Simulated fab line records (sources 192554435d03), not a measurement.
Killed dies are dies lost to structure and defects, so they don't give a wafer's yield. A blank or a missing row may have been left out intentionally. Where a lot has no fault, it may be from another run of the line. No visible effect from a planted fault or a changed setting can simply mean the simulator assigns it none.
fab line records	flow n5-finfet
[record] lots = 11	wafers = 33	last-day = 17
route steps=1938 shown BEOL_M14@1733 PASSIVATION@1936
lots that met no fault: from a run of the same line without faults
start-h: start of the lot's first displayed wafer, in hours after the record's first day	wait-h: hours from the lot's prior step to this one	" the same as in the row above	L1.1+2: several wafers, shown together as one row	- no value, or no start was given	* or withheld: withheld	< > ~ a bound
route shown NAME@n: names a module that has steps shown in the file, with the first one's number in the route	usual: the fault-free wafers' mean and standard deviation	same: alike in all rows	chamber/n: place in a boat	sites: readings site by site	_std_site: standard deviation across them	_edge_site: inner sites' mean taken away from outer sites' mean	radius-mm: for every site, how far away it sits from the centre of the wafer	mask NAME#n: copy n	behind: the tool/chamber that last shaped the wafer	hold: why the lot was held/for how many hours/how that ended	device: names the non-switching transistor (n, p or np)	end of line: the route-end tests of the same wafers	a step without rows: its recipe alone	killed: count of dies lost to structure and defects at first sort (not the wafer's yield)	map: a wafer's dies, x killed, . not, _ none there
set.NAME: the setting as run; set.NAME@STEP: as run at that earlier step	model.NAME: the simulator's own value behind a step, which no gauge read
the route's steps for a sample of lots (tables are steps, rows are wafers)
services: the hour from which a tool's chamber was out of use, counted from the record's first day as start-h (under 0 if before that day), plus the number of hours and why
[[steps]]
[step N5_BEOL_M14_STRIP_64]
[recipe] chemistry = O2	power-w = 600	temp-c = 60	pressure-mtorr = 30	rf-frequency-hz = 6e+07	bias-power-w = 0	overash-fraction = 0.3	o2-flow-sccm = 225
[usual] drypump-motor-current-A = 5.9/0.57	oes-product-au = 0.80/0.088	rf-vpp-V = 3.7/0.46	showerhead-plenum-p-Torr = 2.13/0.083	throttle-valve-pct = 16.58/0.27
lot.wafer	tool	chamber	start-h	wait-h	drypump-motor-current-A	oes-product-au	rf-hours-counter-h	rf-vpp-V	showerhead-plenum-p-Torr	throttle-valve-pct
L102.2	rie-diel-05	1	-	-	6.5	0.68	240	3.5	2.05	16.36
L102.5	"	3	"	"	6.2	0.96	-	3.2	2.26	16.39
L102.6	"	2	"	"	5.6	0.69	-	3.6	2.16	16.95
L103.2	rie-diel-01	0	-	-	6.8	0.71	200	3.5	2.08	16.81
L103.3	"	2	"	"	4.9	0.69	221	3.4	1.99	16.77
L103.5	"	2	"	"	4.9	0.69	-	3.6	1.99	16.77
L104.1	rie-diel-02	2	-	-	5.6	0.77	122	3.9	2.10	16.65
L104.2	"	0	"	"	6.3	0.69	240	3.6	2.14	16.45
L104.5	"	1	"	"	6.5	0.86	-	3.8	2.20	16.26
L106.1	rie-diel-01	3	-	-	5.1	0.80	89	4.2	2.01	16.33
L106.4	"	1	"	"	6.1	0.78	131	3.4	2.20	16.75
L106.6	"	3	"	"	5.1	0.81	-	3.0	2.01	16.32
L108.1	rie-diel-02	0	-	-	6.2	0.67	249	3.3	2.14	16.47
L108.3	"	3	"	"	5.9	0.85	76	3.0	2.23	16.82
L108.4	"	1	"	"	6.5	0.84	-	3.4	2.20	16.28
L111.1	rie-diel-05	2	-	-	5.6	0.68	239	3.9	2.15	16.96
L111.3	"	3	"	"	6.2	0.89	28	3.6	2.25	16.43
L111.4	"	3	"	"	6.2	0.90	-	4.2	2.25	16.43
L117.1	rie-diel-05	3	-	-	6.2	0.88	41	3.4	2.24	16.44
L117.3	"	1	"	"	6.5	0.92	11	3.9	2.04	15.92
L117.5	"	1	"	"	6.5	0.92	-	3.5	2.04	15.93
L120.4	rie-diel-02	0	-	-	6.2	0.92	8	3.0	2.14	15.97
L120.5	"	0	"	"	6.2	0.92	-	3.9	2.14	15.97
L120.6	"	1	"	"	6.5	0.82	-	3.9	2.19	16.33
L119.1	rie-diel-01	0	-	-	6.8	0.68	243	4.0	2.06	16.88
L119.5	"	3	"	"	5.1	0.77	-	3.8	2.00	16.38
L119.6	"	0	"	"	6.8	0.68	-	3.3	2.06	16.88
L121.2	rie-diel-05	1	-	-	6.5	0.90	18	3.8	2.04	15.93
L121.4	"	3	"	"	6.2	0.86	47	3.6	2.24	16.46
L121.5	"	2	"	"	5.6	0.97	-	5.0	2.15	16.51
L122.2	rie-diel-01	0	-	-	6.8	0.68	246	4.2	2.06	16.88
L122.4	"	3	"	"	5.1	0.77	-	2.7	2.00	16.39
L122.6	"	0	"	"	6.8	0.67	-	3.4	2.06	16.89
[step N5_BEOL_M14_EXPOSE_25]
[recipe] mask-id = M14	na = 0.8	source-shape = annular	sigma-inner = 0.5	sigma-outer = 0.8	polarization = unpolarized	target-cd-nm = 280	dose-mj = 26.6
lot.wafer	tool	chamber	start-h	wait-h	mask
L102.2+5+6	krf-scanner-01	0	270.25	-	M14#0
L103.2+3+5	krf-scanner-01	0	270.64	-	M14#0
L104.1+2+5	krf-scanner-02	0	286.95	-	M14#0
L106.1+4+6	krf-scanner-02	0	287.46	-	M14#0
L108.1+3+4	krf-scanner-02	0	310.71	-	M14#0
L111.1+3+4	krf-scanner-02	0	319.41	-	M14#0
L117.1+3+5	krf-scanner-01	0	354.18	-	M14#0
L120.4+5+6	krf-scanner-01	0	368.81	-	M14#0
L119.1+5+6	krf-scanner-01	0	372.26	-	M14#0
L121.2+4+5	krf-scanner-01	0	372.54	-	M14#0
L122.2+4+6	krf-scanner-01	0	378.71	-	M14#0
[step N5_BEOL_M14_OVL_MEAS_29]
[recipe] points-per-wafer = 44
[usual] M14_OVL = 2/5.7
lot.wafer	tool	chamber	start-h	wait-h	M14_OVL[nm]
L102.2	overlay-02	0	270.45	0.0	0
L102.5	"	0	"	"	13
L102.6	"	0	"	"	1
L103.2	overlay-01	0	270.83	0.0	3
L103.3	"	0	"	"	5
L103.5	"	0	"	"	9
L104.1	overlay-02	0	287.15	0.0	-1
L104.2	"	0	"	"	-5
L104.5	"	0	"	"	-3
L106.1	overlay-01	0	287.66	0.0	3
L106.4	"	0	"	"	7
L106.6	"	0	"	"	5
L108.1	overlay-01	0	310.91	0.0	49
L108.3	"	0	"	"	50
L108.4	"	0	"	"	47
L111.1	overlay-01	0	319.61	0.0	47
L111.3	"	0	"	"	44
L111.4	"	0	"	"	47
L117.1	overlay-01	0	354.38	0.0	2
L117.3	"	0	"	"	-1
L117.5	"	0	"	"	-5
L120.4	overlay-01	0	369.00	0.0	-6
L120.5	"	0	"	"	2
L120.6	"	0	"	"	0
L119.1	overlay-02	0	372.46	0.0	2
L119.5	"	0	"	"	-4
L119.6	"	0	"	"	2
L121.2	overlay-01	0	372.74	0.0	8
L121.4	"	0	"	"	8
L121.5	"	0	"	"	4
L122.2	overlay-02	0	378.91	0.0	-2
L122.4	"	0	"	"	-6
L122.6	"	0	"	"	-2
[step N5_BEOL_M14_TRENCH_ETCH_34]
[recipe] chemistry = C4F8/O2/Ar	target = SiO2	target-depth-a = 5566.5	mask-material = SOC	he-inner-torr = 15	he-outer-torr = 30	time-s = 126.9	ion-energy-ev = 800	pressure-mtorr = 20	source-w = 1905	bias-w = 2040	Ar_flow_sccm = 400	C4F8_flow_sccm = 16	O2_flow_sccm = 12
[usual] drypump-motor-current-A = 6.0/0.52	he-inner-torr = 15.00/0.031	oes-product-au = 0.81/0.089	rf-vpp-V = 2230/31	showerhead-plenum-p-Torr = 3.51/0.11	throttle-valve-pct = 30.9/0.37
lot.wafer	tool	chamber	start-h	wait-h	drypump-motor-current-A	he-inner-torr	oes-product-au	rf-hours-counter-h	rf-vpp-V	showerhead-plenum-p-Torr	throttle-valve-pct
L102.2	rie-diel-01	2	270.96	0.0	4.9	15.01	0.68	221	2199	3.27	30.9
L102.5	"	0	"	"	6.8	14.98	0.70	-	2260	3.44	31.2
L102.6	"	3	"	"	5.1	15.06	0.82	-	2185	3.37	30.7
L103.2	rie-diel-02	3	271.46	0.0	6.0	15.00	0.87	63	2195	3.64	31.2
L103.3	"	0	"	"	6.3	14.97	0.68	235	2258	3.52	30.5
L103.5	"	1	"	"	6.5	15.03	0.88	-	2253	3.62	30.5
L104.1	rie-diel-01	2	287.67	0.0	4.9	14.97	0.69	227	2197	3.27	30.9
L104.2	"	0	"	"	6.8	14.97	0.69	206	2261	3.44	31.2
L104.5	"	3	"	"	5.1	15.02	0.81	-	2183	3.37	30.7
L106.1	rie-diel-01	2	288.25	0.0	4.9	14.98	0.69	227	2198	3.27	30.9
L106.4	"	0	"	"	6.8	15.00	0.70	207	2260	3.44	31.2
L106.6	"	0	"	"	6.8	14.94	0.69	-	2260	3.44	31.2
L108.1	rie-diel-02	1	311.42	0.0	6.5	14.95	0.85	66	2253	3.61	30.5
L108.3	"	0	"	"	6.2	15.01	0.69	249	2258	3.51	30.6
L108.4	"	0	"	"	6.2	15.07	0.68	-	2258	3.51	30.6
L111.1	rie-diel-02	2	320.37	0.0	5.7	15.02	0.77	134	2242	3.42	30.8
L111.3	"	1	"	"	6.5	15.04	0.84	-	2252	3.61	30.5
L111.4	"	2	"	"	5.7	15.04	0.77	-	2242	3.42	30.8
L117.1	rie-diel-05	0	355.17	0.0	5.7	14.93	0.89	53	2270	3.51	31.2
L117.3	"	3	"	"	6.2	15.02	0.89	42	2193	3.63	30.7
L117.5	"	1	"	"	6.5	15.00	0.91	-	2246	3.36	30.1
L120.4	rie-diel-02	2	369.51	0.0	5.7	14.98	0.75	148	2241	3.41	30.8
L120.5	"	0	"	"	6.2	15.01	0.92	-	2258	3.51	30.1
L120.6	"	1	"	"	6.5	14.99	0.81	-	2251	3.60	30.5
L119.1	rie-diel-01	3	372.97	0.0	5.1	15.02	0.77	119	2184	3.35	30.8
L119.5	"	0	"	"	6.8	15.01	0.67	-	2259	3.42	31.3
L119.6	"	3	"	"	5.1	14.97	0.78	-	2183	3.35	30.8
L121.2	rie-diel-05	0	373.31	0.0	5.6	15.01	0.87	59	2270	3.50	31.2
L121.4	"	1	"	"	6.5	15.00	0.90	19	2247	3.36	30.1
L121.5	"	1	"	"	6.5	15.01	0.91	-	2248	3.36	30.1
L122.2	rie-diel-02	2	379.42	0.0	5.7	14.99	0.74	152	2242	3.41	30.8
L122.4	"	1	"	"	6.5	15.03	0.81	92	2250	3.60	30.5
L122.6	"	0	"	"	6.3	14.96	0.90	-	2257	3.51	30.1
[step N5_PASSIVATION_PROBE_49]
[usual] defect-limited-yield = 91.2/1.5	killed_at_M0_to_M3 = 33/9.6	killed_at_M4_up = 14/5.6	killed-at-contacts = 14/5.5	killed-at-front-end = 40/13	killed-at-other = 4/3	killed-dies = 104/17	killed-on-rim = 14/4.3	killed-open = 68/13	killed-short = 33/7.2	sort_bin_5_function = 5.2/0.95	sort_bin_6_memory = 3.3/0.62	sort-n-pass = 1076/17	sort-yield-pct = 91.2/1.5
[same] gross-dies = 1180	killed-at-back-side = 0	sort_bin_4_leakage[%] = 0	sort_bin_8_speed[%] = 0
lot.wafer	tool	chamber	start-h	wait-h	defect-limited-yield[%]	killed_at_M0_to_M3	killed_at_M4_up	killed-at-contacts	killed-at-front-end	killed-at-other	killed-dies	killed-on-rim	killed-open	killed-short	sort_bin_5_function[%]	sort_bin_6_memory[%]	sort-n-pass	sort-yield-pct[%]
L111.1	prober-02	-	347.15	0.2	90.6	28	21	16	41	5	111	16	77	31	5.8	3.2	1069	90.6
L111.3	prober-02	-	347.25	0.3	89.3	40	20	12	48	6	126	18	86	39	6.7	3.8	1054	89.3
L111.4	prober-02	-	347.30	0.4	92.6	28	14	14	30	1	87	7	56	28	4.4	2.7	1093	92.6
// killed by level:class
L111.1 MOL_CONTACT_COAG:geometric-particle:open=13 STI_FIN_REVEAL:geometric-particle:open=11 FIN_SAQP:geometric-particle:open=8 BEOL_M4:geometric-particle:open=8 BEOL_M0_SAQP:geometric-particle:open=7 BEOL_M3:geometric-particle:open=6 FIN_SAQP:geometric-particle:short=5 GATE_CUT:geometric-particle:short=5
L111.3 BEOL_M3:geometric-particle:open=15 STI_FIN_REVEAL:geometric-particle:open=13 MOL_CONTACT_COAG:geometric-particle:open=10 FIN_SAQP:geometric-particle:open=9 FIN_SAQP:geometric-particle:short=6 BEOL_M0_SAQP:geometric-particle:open=6 BEOL_M2:geometric-particle:open=6 BEOL_M4:geometric-particle:open=6
L111.4 MOL_CONTACT_COAG:geometric-particle:open=10 FIN_SAQP:geometric-particle:open=9 FIN_SAQP:geometric-particle:short=8 BEOL_M3:geometric-particle:open=8 BEOL_M0_SAQP:geometric-particle:short=8 STI_FIN_REVEAL:geometric-particle:open=4 MOL_CONTACT_COAG:geometric-particle:short=4 BEOL_M0_SAQP:geometric-particle:open=4
[[services]]
tool	chamber	start-h	hours	kind
rie-diel-05	2	248.35	14.3	repair
rie-diel-01	2	252.54	8.2	repair
krf-scanner-01	-	255.69	0.6	repair
krf-scanner-02	-	262.00	6.0	pm
krf-scanner-02	-	268.00	1.3	pm
krf-scanner-02	-	302.66	3.0	repair
rie-diel-02	2	306.72	4.8	repair
rie-diel-02	0	313.32	-	clean
rie-diel-02	0	313.32	-	consumable-replace:focus-ring
rie-diel-02	0	313.32	30.2	scheduled-down
rie-diel-02	0	313.32	30.2	vent-cycle
rie-diel-02	3	317.48	4.5	repair
krf-scanner-02	-	319.46	0.8	pm
rie-diel-02	3	329.20	11.3	repair
krf-scanner-02	-	332.26	4.4	pm
rie-diel-02	2	332.84	7.0	repair
krf-scanner-01	-	336.64	7.2	pm
krf-scanner-01	-	343.84	1.0	pm
krf-scanner-01	-	344.84	0.8	pm
rie-diel-01	2	357.00	-	clean
rie-diel-01	2	357.00	-	consumable-replace:focus-ring
rie-diel-01	2	357.00	-	consumable-replace:showerhead
rie-diel-01	2	357.00	21.3	scheduled-down
krf-scanner-02	-	377.26	0.9	repair
[[key]]
[first-sign] step = N5_BEOL_M14_OVL_MEAS_29	reading = M14_OVL	direction = up	sigmas = 8.1	usual = 2	struck = 47
effect none on later readings
met-at N5_BEOL_M14_EXPOSE_25
struck-lots L108,L111
not-acting-at N5_BEOL_M14_STRIP_64,N5_BEOL_M14_TRENCH_ETCH_34
onset-between 287.46 310.71
[earlier-fault] kind = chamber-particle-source	tool = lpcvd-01	chamber = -	onset-h = 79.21	steps = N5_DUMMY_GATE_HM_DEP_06	rate-per-visit-cm2 = 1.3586	end-h = 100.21
[fault] kind = scanner-matching-overlay	tool = krf-scanner-02	chamber = -	onset-h = 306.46	steps = N5_BEOL_M14_EXPOSE_25	offset = 45.332
